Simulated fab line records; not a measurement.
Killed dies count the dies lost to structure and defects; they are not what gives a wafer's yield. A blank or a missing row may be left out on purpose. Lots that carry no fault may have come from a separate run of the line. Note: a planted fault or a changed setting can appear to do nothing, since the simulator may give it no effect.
fab line records	flow n5_finfet
record lots=10	wafers=28	last_day=18
route steps=1938 shown BEOL_M3@977 BEOL_M4@1111 PASSIVATION@1936
lots with no fault: from the same line, run without faults
start_h: hours from the record's opening day to when the first of the lot's shown wafers began	wait_h: how many hours have passed since the lot's step before this one	" as in the row above	L1.1+2: a single row standing in for several wafers	- no value present, or no start provided	* or withheld: withheld	< > ~ a bound
route shown NAME@n: names a module that has steps shown in the file, with the first one's number in the route	usual: mean/standard deviation taken from wafers without a fault	same: alike in all rows	chamber/n: place in a boat	sites: readings site by site	_std_site: their standard deviation	_edge_site: inner sites' mean taken away from outer sites' mean	radius_mm: for every site, how far away it sits from the centre of the wafer	mask NAME#n: copy n	behind: tool/chamber where the wafer was last shaped	hold: the reason the lot was held/the length of the hold in hours/how it ended	device: the n, p or np transistor that did not switch	end of line: the route-end tests of the same wafers	a step with no rows: only its recipe	killed: not the wafer's yield, but the dies lost to structure and defects at the first sort	map: the dies of a wafer, with x for killed, . for not killed, _ for no die there
set.NAME: the setting the step ran with; set.NAME@STEP: the setting that earlier step ran with	model.NAME: the simulator's own value behind a step, which no gauge read
steps of the route over a sample of lots; a table a step, a row a wafer
services: from which hour (start_h, from the record's first day; less than 0 if before it) a tool's chamber was out of use, for how many hours, and why
## steps
# step N5_BEOL_M3_VIA_ETCH_34
# recipe chemistry=C4F6/O2	target_depth_a=694	mask_material=SOC	pressure_mtorr=15	ion_energy_ev=250	taper_deg=4	time_s=65.9	source_w=350	bias_w=170	Ar_flow_sccm=300	C4F6_flow_sccm=10	O2_flow_sccm=10
# usual C4F6_flow_sccm=9.999/0.028	O2_flow_sccm=9.999/0.029	drypump_motor_current_A=5.9/0.32	oes_product_au=0.78/0.087	rf_vpp_V=662/19	showerhead_plenum_p_Torr=2.80/0.11	throttle_valve_pct=30.8/0.31
lot.wafer	tool	chamber	start_h	wait_h	C4F6_flow_sccm	O2_flow_sccm	drypump_motor_current_A	oes_product_au	rf_hours_counter_h	rf_vpp_V	showerhead_plenum_p_Torr	throttle_valve_pct
L938.2	rie_diel-06	3	185.72	0.0	10.037	10.007	6.0	0.77	127	636	2.78	31.2
L938.4	"	3	"	"	10.028	9.993	6.0	0.77	-	634	2.78	31.2
L938.5	"	1	"	"	10.003	10.013	6.2	0.90	-	656	2.80	31.1
L943.3	rie_diel-04	0	198.79	0.0	10.010	9.997	5.4	0.74	173	658	2.71	30.3
L943.4	"	0	"	"	10.006	10.016	5.5	0.74	-	660	2.71	30.3
L944.1	rie_diel-03	0	211.49	0.0	9.996	9.992	5.8	0.87	44	649	2.87	30.9
L944.4	"	3	"	"	9.957	9.986	5.5	0.68	247	648	2.71	30.7
L944.6	"	3	"	"	9.981	9.961	5.5	0.68	-	648	2.71	30.7
L949.2	rie_diel-03	1	245.67	0.0	9.993	10.023	5.6	0.72	210	652	2.70	31.2
L949.4	"	2	"	"	10.041	9.980	6.6	0.94	-	649	2.80	30.3
L949.5	"	0	"	"	10.003	10.062	5.8	0.85	-	650	2.86	31.0
L950.1	rie_diel-04	2	254.89	0.0	10.010	10.008	6.1	0.92	15	705	2.94	31.2
L950.2	"	3	"	"	9.984	10.023	5.6	0.76	142	653	2.64	30.7
L950.3	"	1	"	"	9.998	10.017	6.2	0.71	194	665	2.94	30.7
L954.2	rie_diel-04	0	273.67	0.0	9.999	9.952	5.4	0.74	190	658	2.70	30.3
L954.5	"	0	"	"	10.000	9.984	5.4	0.73	-	658	2.70	30.3
L953.2	rie_diel-04	2	277.16	0.0	9.997	10.021	6.0	0.91	23	704	2.94	31.2
L953.4	"	0	"	"	10.068	9.988	5.4	0.73	191	657	2.70	30.3
L953.6	"	3	"	"	10.000	10.025	5.6	0.75	-	653	2.64	30.7
L955.1	rie_diel-04	0	283.84	0.0	10.001	9.967	5.5	0.73	193	659	2.70	30.3
L955.4	"	3	"	"	10.002	9.967	5.7	0.76	152	654	2.64	30.7
L955.6	"	1	"	"	10.050	9.959	6.2	0.70	-	666	2.94	30.7
L956.1	rie_diel-04	1	291.75	0.0	9.981	9.996	6.2	0.69	206	664	2.94	30.7
L956.4	"	2	"	"	9.989	9.969	6.0	0.89	27	704	2.94	31.2
L956.6	"	3	"	"	9.958	10.038	5.7	0.76	-	653	2.64	30.7
L957.2	rie_diel-04	3	317.61	0.0	10.014	9.988	5.6	0.75	159	654	2.63	30.7
L957.5	"	1	"	"	9.954	9.964	6.2	0.69	-	667	2.93	30.7
L957.6	"	2	"	"	10.015	10.083	6.0	0.89	-	705	2.94	31.2
# step N5_BEOL_M3_ETCH_41
# recipe chemistry=CH3F/O2	target=SiCN	target_depth_a=299	taper_deg=2	time_s=52.5	ion_energy_ev=120	mask_material=TiN	pressure_mtorr=30	source_w=395	bias_w=75	Ar_flow_sccm=150	CH3F_flow_sccm=30	O2_flow_sccm=20
# usual CH3F_flow_sccm=29.99/0.091	O2_flow_sccm=20.00/0.063	drypump_motor_current_A=5.9/0.31	oes_product_au=0.78/0.087	rf_vpp_V=296.5/1.8	showerhead_plenum_p_Torr=1.97/0.083	throttle_valve_pct=16.31/0.18
lot.wafer	tool	chamber	start_h	wait_h	CH3F_flow_sccm	O2_flow_sccm	drypump_motor_current_A	oes_product_au	rf_hours_counter_h	rf_vpp_V	showerhead_plenum_p_Torr	throttle_valve_pct
L938.2	rie_diel-06	3	185.86	-	30.04	20.01	6.0	0.78	127	295.7	1.95	16.47
L938.4	"	3	"	"	30.07	20.02	6.0	0.77	-	297.0	1.95	16.49
L938.5	"	1	"	"	29.87	19.97	6.2	0.90	-	297.6	1.97	16.37
L943.3	rie_diel-04	0	198.92	-	30.07	19.90	5.4	0.75	173	296.6	1.90	16.12
L943.4	"	0	"	"	30.02	19.98	5.4	0.75	-	296.4	1.90	16.13
L944.1	rie_diel-03	0	211.62	-	29.93	19.93	5.9	0.87	44	297.2	2.03	16.34
L944.4	"	3	"	"	29.82	19.98	5.5	0.68	247	295.8	1.90	16.34
L944.6	"	3	"	"	29.95	19.94	5.5	0.68	-	295.1	1.90	16.36
L949.2	rie_diel-03	1	245.80	-	-	-	-	-	-	-	-	-
L949.4	"	2	"	"	-	-	-	-	-	-	-	-
L949.5	"	0	"	"	-	-	-	-	-	-	-	-
L950.1	rie_diel-04	2	255.02	-	-	-	-	-	-	-	-	-
L950.2	"	3	"	"	-	-	-	-	-	-	-	-
L950.3	"	1	"	"	-	-	-	-	-	-	-	-
L954.2	rie_diel-04	0	273.80	-	30.14	20.15	5.4	0.73	190	295.1	1.90	16.15
L954.5	"	0	"	"	30.01	20.06	5.4	0.73	-	296.7	1.90	16.15
L953.2	rie_diel-04	2	277.29	-	30.00	19.99	6.0	0.91	23	298.3	2.07	16.38
L953.4	"	0	"	"	30.01	19.92	5.4	0.72	191	295.4	1.90	16.15
L953.6	"	3	"	"	30.09	20.05	5.6	0.75	-	293.7	1.85	16.16
L955.1	rie_diel-04	0	283.97	-	29.93	19.92	5.4	0.73	193	296.0	1.90	16.16
L955.4	"	3	"	"	29.92	19.96	5.6	0.77	152	295.5	1.85	16.16
L955.6	"	1	"	"	30.06	20.00	6.2	0.69	-	296.5	2.07	16.29
L956.1	rie_diel-04	1	291.88	-	29.94	20.02	6.2	0.69	206	298.2	2.07	16.28
L956.4	"	2	"	"	30.16	20.08	6.1	0.90	27	297.1	2.07	16.38
L956.6	"	3	"	"	29.79	20.09	5.6	0.76	-	293.2	1.85	16.17
L957.2	rie_diel-04	3	317.74	-	30.11	19.94	5.6	0.76	159	295.0	1.85	16.19
L957.5	"	1	"	"	30.03	20.01	6.2	0.70	-	298.5	2.07	16.30
L957.6	"	2	"	"	29.97	20.04	6.1	0.90	-	299.4	2.07	16.37
# step N5_BEOL_M3_PRE_CLEAN_45
# recipe gas=H2/He	time_s=30	temp_c=250
# usual heater_power_w=323/33
lot.wafer	tool	chamber	start_h	wait_h	heater_power_w
L938.2	pvd_sputter-02	-	186.35	0.0	356
L938.4	"	-	"	"	354
L938.5	"	-	"	"	341
L943.3	pvd_sputter-02	-	199.90	0.0	360
L943.4	"	-	"	"	336
L944.1	pvd_sputter-03	-	212.18	0.0	261
L944.4	"	-	"	"	276
L944.6	"	-	"	"	306
L949.2	pvd_sputter-01	-	246.65	0.0	294
L949.4	"	-	"	"	326
L949.5	"	-	"	"	323
L950.1	pvd_sputter-01	-	255.68	0.0	348
L950.2	"	-	"	"	294
L950.3	"	-	"	"	326
L954.2	pvd_sputter-01	-	274.21	0.0	343
L954.5	"	-	"	"	337
L953.2	pvd_sputter-02	-	277.87	0.0	336
L953.4	"	-	"	"	331
L953.6	"	-	"	"	333
L955.1	pvd_sputter-01	-	284.33	0.0	325
L955.4	"	-	"	"	310
L955.6	"	-	"	"	350
L956.1	pvd_sputter-02	-	292.29	0.0	302
L956.4	"	-	"	"	358
L956.6	"	-	"	"	341
L957.2	pvd_sputter-03	-	318.12	0.0	282
L957.5	"	-	"	"	260
L957.6	"	-	"	"	302
# step N5_BEOL_M4_RC_MEAS_101
# usual DIBL_N=37.4/2.1	DIBL_P=37.8/2.5	IOFF_N=0.19/0.045	IOFF_P=0.24/0.05	ION_N=682/16	ION_P=467/11	SS_N=71.9/0.67	SS_P=73.6/0.76	VT_N=247/3.6	VT_P=-248/3.6
lot.wafer	tool	chamber	start_h	wait_h	DIBL_N[mV/V]	DIBL_P[mV/V]	IOFF_N[nA/um]	IOFF_P[nA/um]	ION_N[uA/um]	ION_P[uA/um]	SS_N[mV/dec]	SS_P[mV/dec]	VT_N[mV]	VT_P[mV]
L938.2	prober-02	0	197.43	0.2	36.7	36.8	0.16	0.21	680	463	71.6	72.6	250	-251
L938.4	"	0	"	"	37.8	38.5	0.19	0.25	689	465	72.7	73.0	248	-250
L938.5	"	0	"	"	39.9	39.8	0.22	0.29	668	458	73.3	74.1	246	-246
L943.3	prober-01	0	216.33	0.3	40.0	40.1	0.23	0.26	670	451	72.4	74.1	248	-248
L943.4	"	0	"	"	35.1	36.0	0.15	0.21	684	467	70.8	72.1	247	-249
L944.1	prober-01	0	231.84	0.0	37.0	37.4	0.17	0.23	688	469	71.7	73.8	249	-246
L944.4	"	0	"	"	42.1	43.0	0.29	0.36	691	468	72.6	74.5	244	-241
L944.6	"	0	"	"	38.8	39.4	0.19	0.26	669	458	71.3	73.7	249	-245
L954.2	prober-02	0	288.22	0.2	37.6	37.5	0.20	0.27	715	493	71.5	73.7	246	-244
L954.5	"	0	"	"	36.1	36.6	0.19	0.28	697	485	71.0	74.0	247	-242
L953.2	prober-01	0	292.49	0.2	35.8	34.2	0.13	0.18	677	471	70.6	72.6	252	-251
L953.4	"	0	"	"	36.1	33.9	0.14	0.19	681	471	70.8	72.5	251	-250
L953.6	"	0	"	"	38.4	36.6	0.16	0.22	673	465	71.3	73.1	252	-249
L955.1	prober-02	0	299.62	0.0	31.5	31.3	0.10	0.15	654	459	70.0	71.4	254	-254
L955.4	"	0	"	"	34.3	34.7	0.14	0.19	665	465	71.4	72.7	250	-248
L955.6	"	0	"	"	34.5	35.4	0.14	0.20	667	463	71.7	72.8	250	-251
L956.1	prober-01	0	315.96	0.0	36.1	36.7	0.15	0.20	659	448	71.9	72.8	251	-252
L956.4	"	0	"	"	35.7	36.4	0.15	0.21	656	452	71.4	73.3	248	-249
L956.6	"	0	"	"	35.1	36.8	0.14	0.21	673	461	72.2	73.0	250	-252
L957.2	prober-02	0	330.09	0.2	32.9	33.6	0.11	0.19	677	477	70.8	72.6	253	-247
L957.5	"	0	"	"	37.6	38.6	0.20	0.29	699	483	72.1	74.1	245	-245
L957.6	"	0	"	"	31.9	32.6	0.10	0.18	665	468	71.5	72.6	257	-248
# step N5_PASSIVATION_PROBE_49
# usual defect_limited_yield=90.9/1.6	killed_at_M0_to_M3=34/10	killed_at_M4_up=13/5.4	killed_at_contacts=13/6	killed_at_front_end=42/13	killed_at_other=4/3.2	killed_dies=107/18	killed_on_rim=14/4.2	killed_open=69/14	killed_short=35/7.7	sort_bin_5_function=5.3/1	sort_bin_6_memory=3.3/0.75	sort_n_pass=1073/19	sort_yield_pct=90.9/1.6
# same gross_dies=1180	killed_at_back_side=0	sort_bin_4_leakage[%]=0	sort_bin_8_speed[%]=0
lot.wafer	tool	chamber	start_h	wait_h	defect_limited_yield[%]	killed_at_M0_to_M3	killed_at_M4_up	killed_at_contacts	killed_at_front_end	killed_at_other	killed_dies	killed_on_rim	killed_open	killed_short	sort_bin_5_function[%]	sort_bin_6_memory[%]	sort_n_pass	sort_yield_pct[%]
L938.2	prober-02	-	294.51	0.1	91.6	27	11	18	40	3	99	13	58	31	4.7	2.6	1081	91.6
L938.4	prober-02	-	294.61	0.2	90.8	46	3	3	56	1	109	16	69	34	5.8	3.2	1071	90.8
L938.5	prober-02	-	294.66	0.2	91.2	22	7	15	59	1	104	10	72	29	5.0	3.5	1076	91.2
L943.3	prober-02	-	312.71	0.1	93.1	25	19	5	25	7	81	12	44	35	4.0	2.4	1099	93.1
L943.4	prober-02	-	312.76	0.2	94.0	26	15	2	24	4	71	5	40	30	3.7	2.1	1109	94.0
L944.1	prober-01	-	342.57	0.0	89.4	22	17	18	61	7	125	17	79	42	6.2	3.9	1055	89.4
L944.4	prober-01	-	342.72	0.2	90.6	35	11	21	43	1	111	13	77	34	5.9	3.1	1069	90.6
L944.6	prober-01	-	342.82	0.3	91.1	36	6	18	43	2	105	14	64	40	5.8	2.5	1075	91.1
L949.2	prober-02	-	357.12	0.1	0	1112	13	14	39	2	1180	152	56	24	96.7	3.1	0	0
L949.4	prober-02	-	357.22	0.2	0	1121	19	4	32	4	1180	152	51	31	96.4	2.7	0	0
L949.5	prober-02	-	357.27	0.2	0	1123	22	6	23	6	1180	152	61	20	97.4	2.5	0	0
L950.1	prober-02	-	374.66	0.0	0	1095	11	7	57	10	1180	152	82	38	96.4	3.6	0	0
L950.2	prober-02	-	374.71	0.1	0	1089	10	12	55	14	1180	152	90	47	95.9	3.7	0	0
L950.3	prober-02	-	374.76	0.1	0	1102	8	8	52	10	1180	152	85	43	94.5	4.9	0	0
L954.2	prober-01	-	394.95	0.1	91.5	25	14	15	45	1	100	11	58	40	5.6	2.7	1080	91.5
L954.5	prober-01	-	395.10	0.2	90.1	33	14	8	61	1	117	24	63	42	5.8	3.0	1063	90.1
L955.1	prober-02	-	400.77	0.0	90.8	26	20	13	46	3	108	16	70	33	5.8	2.9	1072	90.8
L955.4	prober-02	-	400.92	0.2	93.1	20	16	13	31	1	81	12	56	25	4.2	2.4	1099	93.1
L955.6	prober-02	-	401.02	0.3	92.7	29	13	9	33	2	86	10	44	38	3.9	2.7	1094	92.7
L953.2	prober-02	-	420.85	0.1	90.6	33	16	6	55	1	111	19	73	36	5.4	3.6	1069	90.6
L953.4	prober-02	-	420.95	0.2	90.4	41	6	26	31	9	113	15	70	41	4.9	4.2	1067	90.4
L953.6	prober-02	-	421.05	0.3	92.9	17	12	13	39	3	84	13	52	30	3.8	3.2	1096	92.9
L956.1	prober-01	-	424.68	0.0	89.8	55	17	8	38	2	120	17	87	27	5.2	4.2	1060	89.8
L956.4	prober-01	-	424.83	0.2	88.6	43	21	13	56	2	135	19	78	53	6.9	3.6	1045	88.6
L956.6	prober-01	-	424.93	0.3	88.7	54	15	18	42	4	133	18	86	38	6.9	3.6	1047	88.7
L957.2	prober-02	-	432.52	0.1	89.7	24	17	8	65	7	121	19	72	43	5.8	4.3	1059	89.7
L957.5	prober-02	-	432.67	0.2	89.4	19	14	27	59	6	125	24	81	38	6.2	4.2	1055	89.4
L957.6	prober-02	-	432.72	0.3	89.1	33	17	21	48	10	129	17	86	36	5.5	5.1	1051	89.1
# killed by level:class
L938.2 MOL_CONTACT_COAG:geometric_particle:open=14 BEOL_M2:geometric_particle:open=11 HKMG_FIN:area_etch=8 STI_FIN_REVEAL:geometric_particle:open=7 BEOL_M0_SAQP:geometric_particle:short=5 BEOL_M5:geometric_particle:open=5 FIN_SAQP:geometric_particle:open=4 STI_FIN_REVEAL:geometric_particle:short=4
L938.4 FIN_SAQP:geometric_particle:open=18 STI_FIN_REVEAL:geometric_particle:open=13 BEOL_M2:geometric_particle:open=10 FIN_SAQP:geometric_particle:short=7 BEOL_M1:geometric_particle:open=7 BEOL_M2:geometric_particle:short=6 BEOL_M0_SAQP:geometric_particle:short=5 STARTING-WAFER:geometric_particle:short=5
L938.5 FIN_SAQP:geometric_particle:open=25 FIN_SAQP:geometric_particle:short=11 MOL_CONTACT_COAG:geometric_particle:open=11 BEOL_M2:geometric_particle:open=10 STI_FIN_REVEAL:geometric_particle:open=6 GATE_CUT:geometric_particle:short=4 BEOL_M1:geometric_particle:open=4 GATE_CUT:geometric_particle:open=3
L943.3 BEOL_M0_SAQP:geometric_particle:open=6 BEOL_M0_SAQP:geometric_particle:short=6 BEOL_M2:geometric_particle:open=5 BEOL_M4:geometric_particle:open=5 ILD0:geometric_particle:open=4 BEOL_M4:geometric_particle:short=4 FIN_SAQP:geometric_particle:short=3 DUMMY_GATE:geometric_particle:open=3
L943.4 BEOL_M0_SAQP:geometric_particle:open=7 FIN_SAQP:geometric_particle:short=5 BEOL_M0_SAQP:geometric_particle:short=5 BEOL_M4:geometric_particle:open=5 STARTING-WAFER:geometric_particle:short=5 FIN_SAQP:geometric_particle:open=4 BEOL_M1:geometric_particle:open=4 BEOL_M3:geometric_particle:open=4
L944.1 STI_FIN_REVEAL:geometric_particle:open=16 FIN_SAQP:geometric_particle:open=14 MOL_CONTACT_COAG:geometric_particle:open=14 FIN_SAQP:geometric_particle:short=11 BEOL_M0_SAQP:geometric_particle:short=5 GATE_CUT:geometric_particle:open=5 BEOL_M2:geometric_particle:open=5 GATE_CUT:geometric_particle:short=4
L944.4 MOL_CONTACT_COAG:geometric_particle:open=17 STI_FIN_REVEAL:geometric_particle:open=10 BEOL_M2:geometric_particle:open=8 DUMMY_GATE:geometric_particle:open=7 FIN_SAQP:geometric_particle:open=6 BEOL_M3:geometric_particle:short=6 STARTING-WAFER:geometric_particle:short=6 FIN_SAQP:geometric_particle:short=5
L944.6 MOL_CONTACT_COAG:geometric_particle:open=14 FIN_SAQP:geometric_particle:open=13 FIN_SAQP:geometric_particle:short=9 BEOL_M0_SAQP:geometric_particle:open=9 DUMMY_GATE:geometric_particle:open=8 BEOL_M0_SAQP:geometric_particle:short=7 BEOL_M2:geometric_particle:open=5 BEOL_M2:geometric_particle:short=4
L949.2 BEOL_M3:area_etch=1085 FIN_CUT:area_etch=12 MOL_CONTACT_COAG:geometric_particle:open=11 BEOL_M3:geometric_particle:open=9 FIN_SAQP:geometric_particle:short=7 DUMMY_GATE:geometric_particle:open=5 BEOL_M1:geometric_particle:open=5 BEOL_M2:geometric_particle:open=4
L949.4 BEOL_M3:area_etch=1093 BEOL_M4:geometric_particle:open=7 BEOL_M0_SAQP:geometric_particle:short=6 BEOL_M0_SAQP:geometric_particle:open=5 BEOL_M3:geometric_particle:open=5 BEOL_M5:geometric_particle:open=5 DUMMY_GATE:geometric_particle:open=4 ILD0:geometric_particle:short=4
L949.5 BEOL_M3:area_etch=1099 BEOL_M2:geometric_particle:open=8 BEOL_M5:geometric_particle:open=6 STI_FIN_REVEAL:geometric_particle:open=6 FIN_SAQP:geometric_particle:short=5 MOL_CONTACT_COAG:geometric_particle:open=5 BEOL_M8:geometric_particle:open=5 BEOL_M1:geometric_particle:open=4
L950.1 BEOL_M3:area_etch=1052 FIN_SAQP:geometric_particle:open=15 STI_FIN_REVEAL:geometric_particle:open=12 BEOL_M3:geometric_particle:open=12 BEOL_M0_SAQP:geometric_particle:short=8 BEOL_M0_SAQP:geometric_particle:open=8 BEOL_M1:geometric_particle:open=8 FIN_CUT:area_etch=8
L950.2 BEOL_M3:area_etch=1041 FIN_SAQP:geometric_particle:open=22 BEOL_M0_SAQP:geometric_particle:open=13 BEOL_M0_SAQP:geometric_particle:short=11 BEOL_M3:geometric_particle:open=10 STI_FIN_REVEAL:geometric_particle:open=8 MOL_CONTACT_COAG:geometric_particle:open=8 GATE_CUT:geometric_particle:short=6
L950.3 BEOL_M3:area_etch=1050 STI_FIN_REVEAL:geometric_particle:open=18 BEOL_M0_SAQP:geometric_particle:short=17 BEOL_M0_SAQP:geometric_particle:open=11 STI_FIN_REVEAL:geometric_particle:short=9 DUMMY_GATE:geometric_particle:open=9 BEOL_M3:geometric_particle:open=9 MOL_CONTACT_COAG:geometric_particle:open=7
L954.2 FIN_SAQP:geometric_particle:open=13 FIN_SAQP:geometric_particle:short=13 MOL_CONTACT_COAG:geometric_particle:open=11 BEOL_M0:geometric_particle:open=7 BEOL_M3:geometric_particle:open=7 MOL_CONTACT_COAG:geometric_particle:short=4 BEOL_M0_SAQP:geometric_particle:short=3 BEOL_M3:geometric_particle:short=3
L954.5 FIN_SAQP:geometric_particle:open=12 FIN_SAQP:geometric_particle:short=11 DUMMY_GATE:geometric_particle:open=8 BEOL_M0_SAQP:geometric_particle:short=8 STARTING-WAFER:geometric_particle:open=7 HKMG_FIN:area_etch=7 MOL_CONTACT_COAG:geometric_particle:open=6 BEOL_M0_SAQP:geometric_particle:open=6
L955.1 STI_FIN_REVEAL:geometric_particle:open=20 MOL_CONTACT_COAG:geometric_particle:open=9 BEOL_M4:geometric_particle:open=8 BEOL_M2:geometric_particle:open=8 STI_FIN_REVEAL:geometric_particle:short=6 FIN_SAQP:geometric_particle:open=4 BEOL_M0_SAQP:geometric_particle:open=4 MOL_CONTACT_COAG:geometric_particle:short=4
L955.4 STI_FIN_REVEAL:geometric_particle:open=13 MOL_CONTACT_COAG:geometric_particle:open=10 BEOL_M4:geometric_particle:open=10 BEOL_M3:geometric_particle:open=5 FIN_SAQP:geometric_particle:short=4 STI_FIN_REVEAL:geometric_particle:short=4 MOL_CONTACT_COAG:geometric_particle:short=3 BEOL_M1:geometric_particle:open=3
L955.6 STI_FIN_REVEAL:geometric_particle:open=11 MOL_CONTACT_COAG:geometric_particle:open=7 BEOL_M0_SAQP:geometric_particle:short=7 STARTING-WAFER:geometric_particle:short=7 BEOL_M1:geometric_particle:short=6 BEOL_M2:geometric_particle:short=5 BEOL_M4:geometric_particle:open=5 BEOL_M2:geometric_particle:open=4
L953.2 FIN_SAQP:geometric_particle:short=12 STI_FIN_REVEAL:geometric_particle:open=11 FIN_SAQP:geometric_particle:open=7 BEOL_M1:geometric_particle:open=7 BEOL_M2:geometric_particle:open=7 DUMMY_GATE:geometric_particle:open=6 BEOL_M3:geometric_particle:open=6 MOL_CONTACT_COAG:geometric_particle:open=5
L953.4 MOL_CONTACT_COAG:geometric_particle:open=20 FIN_SAQP:geometric_particle:short=8 STI_FIN_REVEAL:geometric_particle:open=7 BEOL_M0_SAQP:geometric_particle:short=7 BEOL_M2:geometric_particle:open=7 BEOL_M3:geometric_particle:open=7 BEOL_M0_SAQP:geometric_particle:open=6 PAD_METAL:geometric_particle:short=6
L953.6 FIN_SAQP:geometric_particle:open=13 MOL_CONTACT_COAG:geometric_particle:open=10 FIN_SAQP:geometric_particle:short=9 BEOL_M4:geometric_particle:short=7 STI_FIN_REVEAL:geometric_particle:open=4 DUMMY_GATE:geometric_particle:open=4 BEOL_M2:geometric_particle:open=4 MOL_CONTACT_COAG:geometric_particle:short=3
L956.1 BEOL_M2:geometric_particle:open=18 BEOL_M0_SAQP:geometric_particle:open=10 FIN_SAQP:geometric_particle:open=8 BEOL_M4:geometric_particle:open=8 MOL_CONTACT_COAG:geometric_particle:open=7 BEOL_M1:geometric_particle:open=7 STI_FIN_REVEAL:geometric_particle:open=6 BEOL_M0_SAQP:geometric_particle:short=5
L956.4 BEOL_M0_SAQP:geometric_particle:short=13 FIN_SAQP:geometric_particle:open=10 STI_FIN_REVEAL:geometric_particle:open=10 BEOL_M4:geometric_particle:open=10 FIN_SAQP:geometric_particle:short=9 BEOL_M0_SAQP:geometric_particle:open=9 BEOL_M2:geometric_particle:open=9 MOL_CONTACT_COAG:geometric_particle:open=8
L956.6 BEOL_M0_SAQP:geometric_particle:open=15 MOL_CONTACT_COAG:geometric_particle:open=13 BEOL_M0_SAQP:geometric_particle:short=13 BEOL_M4:geometric_particle:open=10 BEOL_M2:geometric_particle:open=9 DUMMY_GATE:geometric_particle:open=7 FIN_SAQP:geometric_particle:open=5 STI_FIN_REVEAL:geometric_particle:open=5
L957.2 FIN_SAQP:geometric_particle:short=18 STI_FIN_REVEAL:geometric_particle:open=16 BEOL_M3:geometric_particle:open=16 BEOL_M4:geometric_particle:open=8 FIN_SAQP:geometric_particle:open=6 STI_FIN_REVEAL:geometric_particle:short=6 MOL_CONTACT_COAG:geometric_particle:open=6 DUMMY_GATE:geometric_particle:open=5
L957.5 MOL_CONTACT_COAG:geometric_particle:open=20 FIN_SAQP:geometric_particle:open=15 STI_FIN_REVEAL:geometric_particle:open=11 BEOL_M4:geometric_particle:open=8 FIN_SAQP:geometric_particle:short=7 MOL_CONTACT_COAG:geometric_particle:short=7 GATE_CUT:geometric_particle:short=5 BEOL_M2:geometric_particle:open=5
L957.6 STI_FIN_REVEAL:geometric_particle:open=15 MOL_CONTACT_COAG:geometric_particle:open=15 FIN_SAQP:geometric_particle:open=11 BEOL_M2:geometric_particle:short=10 BEOL_M3:geometric_particle:open=8 BEOL_M4:geometric_particle:open=8 FIN_SAQP:geometric_particle:short=6 MOL_CONTACT_COAG:geometric_particle:short=5
## services
tool	chamber	start_h	hours	kind
rie_diel-03	2	175.53	-	clean
rie_diel-03	2	175.53	-	consumable_replace:focus_ring
rie_diel-03	2	175.53	31.8	scheduled_down
rie_diel-03	2	175.53	31.8	vent_cycle
rie_diel-06	2	178.37	10.6	repair
rie_diel-04	2	189.35	-	clean
rie_diel-04	2	189.35	-	consumable_replace:focus_ring
rie_diel-04	2	189.35	21.2	scheduled_down
rie_diel-04	2	189.35	21.2	vent_cycle
rie_diel-06	-	201.59	2.8	pm
rie_diel-04	0	209.83	5.8	repair
rie_diel-06	2	213.54	-	clean
rie_diel-06	2	213.54	-	consumable_replace:focus_ring
rie_diel-06	2	213.54	13.1	scheduled_down
rie_diel-06	2	213.54	13.1	vent_cycle
rie_diel-03	3	233.72	-	clean
rie_diel-03	3	233.72	-	consumable_replace:focus_ring
rie_diel-03	3	233.72	-	consumable_replace:showerhead
rie_diel-03	3	233.72	11.9	scheduled_down
rie_diel-03	3	233.72	11.9	vent_cycle
rie_diel-04	0	250.43	17.9	repair
rie_diel-03	-	267.61	2.8	pm
rie_diel-03	3	285.89	4.9	repair
pvd_sputter-02	-	305.99	6.3	repair
## key
first_sign step=N5_BEOL_M3_ETCH_41	reading=tool_record	direction=missing
effect step=N5_PASSIVATION_PROBE_49	reading=killed_at_M0_to_M3	direction=up	sigmas=99+	usual=34	struck=1107
more_kills_born_at N5_BEOL_M3_ETCH_41@rie_diel-03=3277	N5_BEOL_M3_ETCH_41@rie_diel-04=3143
met_at N5_BEOL_M3_ETCH_41
struck_lots L949,L950
later_rows_left_out L949.2,L949.4,L949.5,L950.1,L950.2,L950.3
baseline_loss step=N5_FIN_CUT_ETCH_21	wafers=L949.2
not_acting_at N5_BEOL_M3_VIA_ETCH_34,N5_BEOL_M3_PRE_CLEAN_45
onset_between 211.62 245.80
fault kind=skipped_step_whole	tool=rie_diel-03,rie_diel-04	chamber=-	onset_h=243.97	steps=N5_BEOL_M3_ETCH_41	scope=struck_lots_only
# later_rows_left_out: the simulator's readings of these wafers behind a module that went badly wrong aren't trusted and aren't shown, but for the sort
# baseline_loss: these wafers lose ten dies or more at that step, a loss of the line's own and not of a fault; the sort's usual values leave them out
